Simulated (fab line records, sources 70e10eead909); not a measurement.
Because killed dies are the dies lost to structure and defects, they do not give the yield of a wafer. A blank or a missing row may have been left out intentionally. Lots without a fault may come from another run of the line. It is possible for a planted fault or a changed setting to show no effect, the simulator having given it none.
fab line records -- flow nand_harc
[record] lots = 13, wafers = 39, last_day = 24
route steps=1159 shown P_GATE@143
lots that met no fault: taken from a fault-free run of the same line
start_h: hours from the record's opening day to when the first of the lot's shown wafers began -- wait_h: hours from the lot's prior step to this one -- " as in the row above -- L1.1+2: one row covering several wafers at once -- - no value, or no start was given -- * or withheld: withheld -- < > ~ a bound
route shown NAME@n: a module of which the file shows steps, and the number in the route of the first -- usual: mean/standard deviation of fault-free wafers -- same: alike in all rows -- chamber/n: place in a boat -- sites: each site's reading -- _std_site: how widely they spread, as a standard deviation -- _edge_site: mean of outer sites minus mean of inner sites -- radius_mm: for every site, how far away it sits from the centre of the wafer -- mask NAME#n: copy n -- behind: the most recent tool/chamber to have shaped the wafer -- hold: the reason the lot was held/the length of the hold in hours/how it ended -- device: which transistor (n, p or np) failed to switch -- end of line: tests run on the same wafers once the route is complete -- a step with no rows: only its recipe -- killed: count of dies lost to structure and defects at first sort (not the wafer's yield) -- map: dies across one wafer; x = killed, . = not, _ = none there
set.NAME: the setting as run; set.NAME@STEP: as run at that earlier step -- model.NAME: the simulator's own value behind a step, which no gauge read
one table for each step of the route and one row for each wafer, over a sample of lots
services: when a tool's chamber went out of use (start_h, in hours from the record's first day, below 0 if earlier), for how many hours, and the reason
[[steps]]
[step NHARC_P_GATE_INSPECT_28]
[usual] raw_defect_count = 6/3.3
lot.wafer,tool,chamber,start_h,wait_h,raw_defect_count
L586.1,defect_inspect-01,-,98.51,0.0,4
L586.2,defect_inspect-01,-,98.51,0.0,8
L586.6,defect_inspect-01,-,98.51,0.0,4
L587.2,defect_inspect-02,-,105.21,0.0,11
L587.3,defect_inspect-02,-,105.21,0.0,12
L587.4,defect_inspect-02,-,105.21,0.0,12
L588.1,defect_inspect-01,-,116.33,0.0,9
L588.2,defect_inspect-01,-,116.33,0.0,9
L588.3,defect_inspect-01,-,116.33,0.0,9
L589.2,defect_inspect-01,-,127.32,0.0,3
L589.3,defect_inspect-01,-,127.32,0.0,3
L589.4,defect_inspect-01,-,127.32,0.0,7
L592.2,defect_inspect-02,-,138.16,0.1,9
L592.3,defect_inspect-02,-,138.16,0.1,8
L592.5,defect_inspect-02,-,138.16,0.1,9
L594.1,defect_inspect-01,-,143.95,0.0,5
L594.2,defect_inspect-01,-,143.95,0.0,7
L594.6,defect_inspect-01,-,143.95,0.0,6
L600.1,defect_inspect-01,-,181.81,0.0,7
L600.5,defect_inspect-01,-,181.81,0.0,12
L600.6,defect_inspect-01,-,181.81,0.0,11
L601.2,defect_inspect-01,-,191.95,0.0,7
L601.5,defect_inspect-01,-,191.95,0.0,7
L601.6,defect_inspect-01,-,191.95,0.0,6
L604.2,defect_inspect-01,-,202.19,0.0,3
L604.3,defect_inspect-01,-,202.19,0.0,8
L604.6,defect_inspect-01,-,202.19,0.0,4
L603.3,defect_inspect-01,-,203.20,0.0,5
L603.5,defect_inspect-01,-,203.20,0.0,11
L603.6,defect_inspect-01,-,203.20,0.0,8
L605.1,defect_inspect-02,-,216.02,0.0,12
L605.2,defect_inspect-02,-,216.02,0.0,14
L605.5,defect_inspect-02,-,216.02,0.0,7
L607.1,defect_inspect-01,-,219.03,0.0,2
L607.2,defect_inspect-01,-,219.03,0.0,4
L607.4,defect_inspect-01,-,219.03,0.0,4
L606.2,defect_inspect-02,-,219.19,0.0,3
L606.3,defect_inspect-02,-,219.19,0.0,2
L606.6,defect_inspect-02,-,219.19,0.0,4
[step NHARC_P_GATE_ALD_36]
[recipe] target_thk_a = 200, pulse_time_s = 60, ald_cycles = 223, temp_c = 400, material = SiNx
[usual] heater_power_w = 787/63, precursor_pulse_height_rel = 1.001/0.02
lot.wafer,tool,chamber,start_h,wait_h,heater_power_w,precursor_pulse_height_rel
L586.1,ald_sin-01,1,102.40,-,935,1.002
L586.2,ald_sin-01,2,103.45,-,785,1.005
L586.6,ald_sin-01,3,104.50,-,784,1.025
L587.3,ald_sin-02,2,107.89,-,724,0.974
L587.2,ald_sin-02,3,108.94,-,722,0.980
L587.4,ald_sin-02,0,109.99,-,857,0.965
L588.1,ald_sin-04,0,117.76,-,707,1.013
L588.3,ald_sin-04,1,119.17,-,737,0.997
L588.2,ald_sin-04,3,120.58,-,820,0.985
L589.4,ald_sin-01,3,128.72,-,774,1.009
L589.2,ald_sin-01,0,129.77,-,903,0.988
L589.3,ald_sin-01,2,131.86,-,791,0.999
L592.2,ald_sin-01,0,141.95,-,916,0.975
L592.3,ald_sin-01,1,143.01,-,901,1.001
L592.5,ald_sin-01,2,144.07,-,798,1.015
L594.2,ald_sin-04,3,146.46,-,794,1.026
L594.1,ald_sin-04,0,147.51,-,704,1.029
L594.6,ald_sin-04,3,150.63,-,812,1.004
L600.1,ald_sin-01,2,186.59,-,854,0.978
L600.5,ald_sin-01,3,187.66,-,720,1.035
L600.6,ald_sin-01,0,188.73,-,862,0.966
L601.2,ald_sin-02,3,196.60,-,728,0.954
L601.5,ald_sin-02,0,197.67,-,827,0.975
L601.6,ald_sin-02,1,198.73,-,789,1.011
L604.2,ald_sin-01,0,204.63,-,873,1.000
L604.3,ald_sin-01,2,206.72,-,832,0.982
L604.6,ald_sin-01,0,208.82,-,853,1.012
L603.3,ald_sin-04,3,208.31,-,839,0.975
L603.6,ald_sin-04,2,211.12,-,781,1.005
L603.5,ald_sin-04,3,212.53,-,820,0.966
L605.2,ald_sin-01,2,217.33,-,854,1.033
L605.1,ald_sin-01,3,218.40,-,742,1.015
L605.5,ald_sin-01,3,222.66,-,746,0.995
L607.2,ald_sin-02,3,220.96,-,728,1.010
L607.1,ald_sin-02,0,222.05,-,842,0.970
L607.4,ald_sin-02,2,224.21,-,709,1.042
L606.3,ald_sin-04,0,221.06,-,665,1.020
L606.2,ald_sin-04,2,222.46,-,752,1.002
L606.6,ald_sin-04,0,225.26,-,676,1.008
[step NHARC_P_GATE_EXPOSE_56]
[recipe] na = 0.6, target_cd_nm = 720, dose_mj = 14.81, mask_id = P_PSD
lot.wafer,tool,chamber,start_h,wait_h,mask
L586.1+2+6,krf_scanner-02,0,112.66,-,P_PSD#0
L587.2+3+4,krf_scanner-01,0,118.82,-,P_PSD#0
L588.1+2+3,krf_scanner-02,0,132.01,-,P_PSD#0
L589.2+3+4,krf_scanner-03,0,140.92,-,P_PSD#0
L592.2+3+5,krf_scanner-01,0,152.05,-,P_PSD_R1#0
L594.1+2+6,krf_scanner-02,0,157.80,-,P_PSD#0
L600.1+5+6,krf_scanner-02,0,195.65,-,P_PSD#0
L601.2+5+6,krf_scanner-03,0,205.53,-,P_PSD#0
L604.2+3+6,krf_scanner-01,0,215.53,-,P_PSD#0
L603.3+5+6,krf_scanner-02,0,219.68,-,P_PSD#0
L605.1+2+5,krf_scanner-03,0,229.56,-,P_PSD#0
L607.1+2+4,krf_scanner-02,0,233.27,-,P_PSD#0
L606.2+3+6,krf_scanner-03,0,235.27,-,P_PSD#0
[step NHARC_P_GATE_CD_MEAS_59]
[recipe] target_cd_nm = 720, landing_energy_ev = 500
[usual] cd_nm = 719.3/1.3
lot.wafer,tool,chamber,start_h,wait_h,cd_nm
L586.1,cd_sem-01,0,112.83,-,720.2
L586.2,cd_sem-01,0,112.83,-,719.8
L586.6,cd_sem-01,0,112.83,-,720.2
L587.2,cd_sem-02,0,118.98,-,718.5
L587.3,cd_sem-02,0,118.98,-,719.8
L587.4,cd_sem-02,0,118.98,-,719.5
L588.1,cd_sem-02,0,132.17,-,719.1
L588.2,cd_sem-02,0,132.17,-,721.3
L588.3,cd_sem-02,0,132.17,-,721.3
L589.2,cd_sem-03,0,141.08,-,719.6
L589.3,cd_sem-03,0,141.08,-,717.5
L589.4,cd_sem-03,0,141.08,-,718.9
L592.2,cd_sem-01,0,152.21,-,713.4
L592.3,cd_sem-01,0,152.21,-,715.0
L592.5,cd_sem-01,0,152.21,-,714.0
L594.1,cd_sem-01,0,157.96,-,720.0
L594.2,cd_sem-01,0,157.96,-,720.0
L594.6,cd_sem-01,0,157.96,-,719.6
L600.1,cd_sem-01,0,195.81,-,720.3
L600.5,cd_sem-01,0,195.81,-,718.9
L600.6,cd_sem-01,0,195.81,-,719.9
L601.2,cd_sem-03,0,205.68,-,717.6
L601.5,cd_sem-03,0,205.68,-,720.7
L601.6,cd_sem-03,0,205.68,-,718.7
L604.2,cd_sem-02,0,215.69,-,720.6
L604.3,cd_sem-02,0,215.69,-,720.4
L604.6,cd_sem-02,0,215.69,-,720.6
L603.3,cd_sem-03,0,219.83,-,718.7
L603.5,cd_sem-03,0,219.83,-,719.8
L603.6,cd_sem-03,0,219.83,-,719.9
L605.1,cd_sem-03,0,229.72,-,718.6
L605.2,cd_sem-03,0,229.72,-,719.3
L605.5,cd_sem-03,0,229.72,-,718.2
L607.1,cd_sem-01,0,233.43,-,718.3
L607.2,cd_sem-01,0,233.43,-,716.0
L607.4,cd_sem-01,0,233.43,-,718.6
L606.2,cd_sem-02,0,235.43,-,718.9
L606.3,cd_sem-02,0,235.43,-,719.8
L606.6,cd_sem-02,0,235.43,-,719.2
[step NHARC_P_GATE_DESCUM_61]
[recipe] time_s = 3, o2_flow_sccm = 200, ar_flow_sccm = 0, bias_power_w = 0, chemistry = O2
[usual] drypump_motor_current_A = 5.8/0.54, oes_product_au = 1.002/0.0073, rf_vpp_V = 57.7/0.92, showerhead_plenum_p_Torr = 1.90/0.08, throttle_valve_pct = 11.311/0.0092
lot.wafer,tool,chamber,start_h,wait_h,drypump_motor_current_A,oes_product_au,rf_hours_counter_h,rf_vpp_V,showerhead_plenum_p_Torr,throttle_valve_pct
L586.1,rie_diel-05,3,113.14,-,6.6,0.996,47,56.7,1.93,11.300
L586.2,rie_diel-05,1,113.14,-,5.9,0.999,45,59.1,1.93,11.327
L586.6,rie_diel-05,0,113.14,-,5.8,0.996,-,59.2,1.97,11.313
L587.3,rie_diel-05,2,119.13,-,6.2,0.999,49,58.4,2.04,11.316
L587.4,rie_diel-05,3,119.13,-,6.7,0.987,49,59.3,1.93,11.300
L587.2,rie_diel-05,0,119.13,-,5.8,0.994,46,57.5,1.97,11.313
L588.1,rie_diel-02,0,132.33,-,5.7,1.000,49,57.5,1.81,11.310
L588.2,rie_diel-02,2,132.33,-,5.3,1.000,44,58.5,1.90,11.297
L588.3,rie_diel-02,3,132.33,-,6.4,1.006,50,56.5,1.81,11.298
L589.4,rie_diel-04,1,141.25,-,5.2,0.992,4,57.0,1.83,11.317
L589.3,rie_diel-04,2,141.25,-,5.3,1.005,4,57.5,2.02,11.314
L589.2,rie_diel-04,3,141.25,-,4.9,1.020,3,56.9,1.80,11.319
L592.3,rie_diel-04,0,152.38,-,6.4,1.003,6,59.3,1.94,11.315
L592.2,rie_diel-04,2,152.38,-,5.2,1.005,7,57.2,2.02,11.316
L592.5,rie_diel-04,0,152.38,-,6.3,1.001,-,59.1,1.94,11.313
L594.1,rie_diel-04,2,158.12,-,5.2,1.004,7,58.4,2.01,11.312
L594.2,rie_diel-04,1,158.12,-,5.3,0.999,7,57.3,1.83,11.325
L594.6,rie_diel-04,2,158.12,-,5.2,1.012,-,58.1,2.02,11.319
L600.1,rie_diel-04,0,195.98,-,6.4,1.008,13,56.4,1.94,11.307
L600.6,rie_diel-04,2,195.98,-,5.2,1.003,-,56.5,2.01,11.329
L600.5,rie_diel-04,3,195.98,-,4.9,1.006,-,57.0,1.80,11.307
L601.2,rie_diel-05,3,205.88,-,6.6,1.012,5,59.3,1.92,11.315
L601.5,rie_diel-05,0,205.88,-,5.8,0.999,-,58.5,1.96,11.326
L601.6,rie_diel-05,1,205.88,-,5.9,1.001,-,55.7,1.92,11.323
L604.2,rie_diel-04,0,215.87,-,6.4,0.995,17,58.3,1.94,11.311
L604.3,rie_diel-04,1,215.87,-,5.3,0.996,15,58.5,1.83,11.310
L604.6,rie_diel-04,3,215.87,-,4.9,1.001,-,56.9,1.80,11.310
L603.3,rie_diel-02,0,220.00,-,5.7,1.004,22,57.6,1.80,11.281
L603.6,rie_diel-02,3,220.00,-,6.4,1.005,-,57.1,1.80,11.304
L603.5,rie_diel-02,0,220.00,-,5.7,1.009,-,56.2,1.80,11.315
L605.2,rie_diel-05,1,229.90,-,5.9,0.994,22,58.2,1.92,11.317
L605.1,rie_diel-05,2,229.90,-,6.1,0.997,24,58.1,2.02,11.301
L605.5,rie_diel-05,3,229.90,-,6.6,0.999,-,56.9,1.91,11.299
L607.4,rie_diel-05,1,233.60,-,5.9,1.001,22,58.2,1.92,11.328
L607.2,rie_diel-05,2,233.60,-,6.2,1.008,25,59.9,2.02,11.310
L607.1,rie_diel-05,0,233.60,-,5.8,1.008,21,56.6,1.95,11.308
L606.3,rie_diel-02,0,235.58,-,5.7,0.995,27,57.5,1.80,11.314
L606.2,rie_diel-02,2,235.58,-,5.3,0.996,31,57.7,1.89,11.316
L606.6,rie_diel-02,0,235.58,-,5.7,0.999,-,56.9,1.80,11.327
[[services]]
tool,chamber,start_h,hours,kind
krf_scanner-01,-,84.00,4.0,pm
ald_sin-02,-,85.37,0.8,repair
rie_diel-02,-,104.45,9.1,repair
rie_diel-04,-,111.95,9.0,pm
ald_sin-04,2,114.14,4.5,repair
ald_sin-02,3,128.06,8.1,repair
krf_scanner-02,-,134.73,5.6,repair
krf_scanner-02,0,142.64,-,calibration
rie_diel-02,-,151.07,9.0,pm
ald_sin-04,2,156.40,1.3,repair
rie_diel-05,-,163.62,9.0,pm
ald_sin-01,1,166.71,3.3,repair
krf_scanner-02,-,166.86,1.1,repair
krf_scanner-03,-,168.00,4.0,pm
rie_diel-05,3,180.98,16.1,repair
rie_diel-04,1,181.25,4.5,repair
rie_diel-04,1,188.07,9.5,repair
krf_scanner-01,-,192.86,1.4,repair
ald_sin-04,3,193.08,10.0,repair
ald_sin-04,-,195.49,10.0,pm
krf_scanner-02,-,210.00,4.0,pm
rie_diel-04,-,217.85,0.2,repair
rie_diel-02,0,224.67,5.0,repair
rie_diel-02,3,227.64,13.0,repair
[[key]]
[first_sign] step = NHARC_P_GATE_EXPOSE_56, reading = mask, direction = changed
[effect] step = NHARC_P_GATE_CD_MEAS_59, reading = cd_nm, direction = down, sigmas = 4, usual = 719.3, struck = 714.1
met_at NHARC_P_GATE_EXPOSE_56
struck_lots L592
tester_left_out L592
not_acting_at NHARC_P_GATE_INSPECT_28,NHARC_P_GATE_ALD_36,NHARC_P_GATE_DESCUM_61
onset_between 118.82 152.05
[fault] kind = wrong_mask, tool = any, chamber = -, onset_h = 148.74, steps = NHARC_P_GATE_EXPOSE_56, aux_copy = P_PSD_R1#0, cd_offset_nm = -6.2842, scope = struck_lots_only
// tester_left_out: of these lots the tester's yield and bins aren't shown, on N5 and GAA mostly nor the transistor test; their killed dies are dies lost to structure and defects alone, not to doping, threshold or leakage, so they don't give the yield
